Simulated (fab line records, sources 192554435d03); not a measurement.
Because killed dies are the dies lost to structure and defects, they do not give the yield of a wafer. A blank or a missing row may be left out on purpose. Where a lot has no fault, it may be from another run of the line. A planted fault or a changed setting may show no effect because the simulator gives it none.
Lot-split experiment || flow n5-finfet || on a route of 1938 steps: 7 lots, 21 wafers read

## ON THE SPLIT
At N5_BEOL_M8_COAT_60 (time 60 s, resist thk 35 nm), the setting spin-rpm was moved away from the recipe's 1500 rpm on 5 of the 21 wafers read, by -10.9% to +10.2%. All remaining wafers had this setting at the recipe value.

## FROM THE SPLIT TO THE READING: what the file shows between them, 4 steps
- N5_BEOL_M8_COAT_05: resist thk 90 nm
- N5_BEOL_M8_EBR_07
- N5_BEOL_M8_DESCUM_16: chemistry O2, time 7.9 s
- N5_BEOL_M8_ETCH_61: etches SiARC in CF4, target depth 45.5 nm, time 75.8 s

## THE READING
SiARC_of_BEOL_M8_COAT_60.thk-nm (the simulator's own value, which no gauge read), in nm, at N5_BEOL_M8_ETCH_62 (etches SOC in N2/H2, target depth 110 nm, overetch 22 nm, time 165 s). No usual value for it is given in the file. Across the 16 wafers here that went through the recipe, the average is 28.3 nm and the standard deviation 0.16 nm.

{"wafer": "L074.3", "tool, chamber at the split": "litho-track-03, 0", "spin-rpm as run, rpm": 1337, "against the recipe": "-10.9%", "SiARC_of_BEOL_M8_COAT_60.thk-nm, nm": 30.4, "against lot-mates on the recipe": "+2.2"}
{"wafer": "L074.4", "tool, chamber at the split": "litho-track-03, 0", "spin-rpm as run, rpm": 1337, "against the recipe": "-10.9%", "SiARC_of_BEOL_M8_COAT_60.thk-nm, nm": 30.4, "against lot-mates on the recipe": "+2.2"}
{"wafer": "L074.6", "tool, chamber at the split": "litho-track-03, 0", "spin-rpm as run, rpm": 1500, "against the recipe": "recipe", "SiARC_of_BEOL_M8_COAT_60.thk-nm, nm": 28.2, "against lot-mates on the recipe": "-"}
{"wafer": "L078.3", "tool, chamber at the split": "litho-track-04, 0", "spin-rpm as run, rpm": 1500, "against the recipe": "recipe", "SiARC_of_BEOL_M8_COAT_60.thk-nm, nm": 28.2, "against lot-mates on the recipe": "-"}
{"wafer": "L078.4", "tool, chamber at the split": "litho-track-04, 0", "spin-rpm as run, rpm": 1653, "against the recipe": "+10.2%", "SiARC_of_BEOL_M8_COAT_60.thk-nm, nm": 26.6, "against lot-mates on the recipe": -1.6}
{"wafer": "L078.5", "tool, chamber at the split": "litho-track-04, 0", "spin-rpm as run, rpm": 1653, "against the recipe": "+10.2%", "SiARC_of_BEOL_M8_COAT_60.thk-nm, nm": 26.4, "against lot-mates on the recipe": -1.8}
{"wafer": "L080.1", "tool, chamber at the split": "litho-track-03, 0", "spin-rpm as run, rpm": 1500, "against the recipe": "recipe", "SiARC_of_BEOL_M8_COAT_60.thk-nm, nm": 28.2, "against lot-mates on the recipe": "-"}
{"wafer": "L080.5", "tool, chamber at the split": "litho-track-03, 0", "spin-rpm as run, rpm": 1500, "against the recipe": "recipe", "SiARC_of_BEOL_M8_COAT_60.thk-nm, nm": 28.4, "against lot-mates on the recipe": "-"}
{"wafer": "L080.6", "tool, chamber at the split": "litho-track-03, 0", "spin-rpm as run, rpm": 1500, "against the recipe": "recipe", "SiARC_of_BEOL_M8_COAT_60.thk-nm, nm": 28.4, "against lot-mates on the recipe": "-"}
{"wafer": "L083.1", "tool, chamber at the split": "litho-track-02, 0", "spin-rpm as run, rpm": 1500, "against the recipe": "recipe", "SiARC_of_BEOL_M8_COAT_60.thk-nm, nm": 28.4, "against lot-mates on the recipe": "-"}
{"wafer": "L083.4", "tool, chamber at the split": "litho-track-02, 0", "spin-rpm as run, rpm": 1500, "against the recipe": "recipe", "SiARC_of_BEOL_M8_COAT_60.thk-nm, nm": 28.6, "against lot-mates on the recipe": "-"}
{"wafer": "L083.5", "tool, chamber at the split": "litho-track-02, 0", "spin-rpm as run, rpm": 1500, "against the recipe": "recipe", "SiARC_of_BEOL_M8_COAT_60.thk-nm, nm": 28.6, "against lot-mates on the recipe": "-"}
{"wafer": "L084.3", "tool, chamber at the split": "litho-track-02, 0", "spin-rpm as run, rpm": 1392, "against the recipe": "-7.2%", "SiARC_of_BEOL_M8_COAT_60.thk-nm, nm": 29.8, "against lot-mates on the recipe": "+1.7"}
{"wafer": "L084.4", "tool, chamber at the split": "litho-track-02, 0", "spin-rpm as run, rpm": 1500, "against the recipe": "recipe", "SiARC_of_BEOL_M8_COAT_60.thk-nm, nm": 28, "against lot-mates on the recipe": "-"}
{"wafer": "L084.5", "tool, chamber at the split": "litho-track-02, 0", "spin-rpm as run, rpm": 1500, "against the recipe": "recipe", "SiARC_of_BEOL_M8_COAT_60.thk-nm, nm": 28.2, "against lot-mates on the recipe": "-"}
{"wafer": "L093.2", "tool, chamber at the split": "litho-track-02, 0", "spin-rpm as run, rpm": 1500, "against the recipe": "recipe", "SiARC_of_BEOL_M8_COAT_60.thk-nm, nm": 28.4, "against lot-mates on the recipe": "-"}
{"wafer": "L093.6", "tool, chamber at the split": "litho-track-02, 0", "spin-rpm as run, rpm": 1500, "against the recipe": "recipe", "SiARC_of_BEOL_M8_COAT_60.thk-nm, nm": 28.4, "against lot-mates on the recipe": "-"}
{"wafer": "L093.4", "tool, chamber at the split": "litho-track-02, 0", "spin-rpm as run, rpm": 1500, "against the recipe": "recipe", "SiARC_of_BEOL_M8_COAT_60.thk-nm, nm": 28.2, "against lot-mates on the recipe": "-"}
{"wafer": "L094.2", "tool, chamber at the split": "litho-track-02, 0", "spin-rpm as run, rpm": 1500, "against the recipe": "recipe", "SiARC_of_BEOL_M8_COAT_60.thk-nm, nm": 28.2, "against lot-mates on the recipe": "-"}
{"wafer": "L094.5", "tool, chamber at the split": "litho-track-02, 0", "spin-rpm as run, rpm": 1500, "against the recipe": "recipe", "SiARC_of_BEOL_M8_COAT_60.thk-nm, nm": 28.2, "against lot-mates on the recipe": "-"}
{"wafer": "L094.6", "tool, chamber at the split": "litho-track-02, 0", "spin-rpm as run, rpm": 1500, "against the recipe": "recipe", "SiARC_of_BEOL_M8_COAT_60.thk-nm, nm": 28.4, "against lot-mates on the recipe": "-"}

THE FIT
A straight line over all 21 wafers: SiARC_of_BEOL_M8_COAT_60.thk-nm changes by -0.187 nm for each +1% of spin-rpm; r = -0.99; the points scatter about the line by 0.15 nm.
The same after taking each lot's own level away (the mean of its wafers on the recipe; 21 wafers): -0.19 nm for each +1%; r = -0.99; scatter 0.14 nm.
On that fit, the largest move of spin-rpm shifts the reading by 2.1 nm.
From 28.10 to 28.53 nm: that is the span of the lots' own levels, equal to 2.7 times the standard deviation above.
So the lot-to-lot level changes the slope little: the two slopes agree.
Check: for one of the wafers moved furthest among these (-10.9%), held out of the fit, the line's prediction against its lot-mates is +2.09 nm. It came out at +2.2 nm against them.

## OTHER SPLITS ON THESE WAFERS
Other splits were also applied to these wafers ahead of the reading. Each is held against what the fit with the lots' levels taken away leaves over:
{"other split on the same wafers": "N5_BEOL_M7_EXPOSE_08 dose-mj", "wafers away from the commonest value": 6, "r with SiARC_of_BEOL_M8_COAT_60.thk-nm (lot level and that fit taken away)": -0.19}
{"other split on the same wafers": "N5_BEOL_M7_DEP_56 time-s", "wafers away from the commonest value": 7, "r with SiARC_of_BEOL_M8_COAT_60.thk-nm (lot level and that fit taken away)": "+0.18"}

## THE WHOLE CHAIN: every reading that the file lists as answering this split, in the file's order
{"step": "N5_BEOL_M8_COAT_60", "what it does": "time 60 s, resist thk 35 nm", "reading": "SiARC_of_BEOL_M8_COAT_60.thk-nm (the simulator's own value, which no gauge read)", "change (the file's fit)": "-0.186 nm for each +1% of the setting", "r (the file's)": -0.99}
{"step": "N5_BEOL_M8_ETCH_61", "what it does": "etches SiARC in CF4, target depth 45.5 nm, time 75.8 s", "reading": "etch-rf-on-time-s", "change (the file's fit)": "withheld for each +1% of the setting", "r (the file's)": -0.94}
{"step": "N5_BEOL_M8_ETCH_61", "what it does": "etches SiARC in CF4, target depth 45.5 nm, time 75.8 s", "reading": "etch.depth-nm (the simulator's own value, which no gauge read)", "change (the file's fit)": "-0.187 nm for each +1% of the setting", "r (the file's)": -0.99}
{"step": "N5_BEOL_M8_ETCH_61", "what it does": "etches SiARC in CF4, target depth 45.5 nm, time 75.8 s", "reading": "CAR-ArF_of_BEOL_M8_COAT_05.thk-nm (the simulator's own value, which no gauge read)", "change (the file's fit)": "+0.164 nm for each +1% of the setting", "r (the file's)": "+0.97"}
{"step": "N5_BEOL_M8_ETCH_62", "what it does": "etches SOC in N2/H2, target depth 110 nm, overetch 22 nm, time 165 s", "reading": "SiARC_of_BEOL_M8_COAT_60.thk-nm (the simulator's own value, which no gauge read)", "change (the file's fit)": "-0.195 nm for each +1% of the setting", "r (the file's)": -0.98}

## THE FILE'S OWN FIT
SiARC_of_BEOL_M8_COAT_60.thk-nm changes by -0.195 nm for each +1% of spin-rpm, r = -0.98.
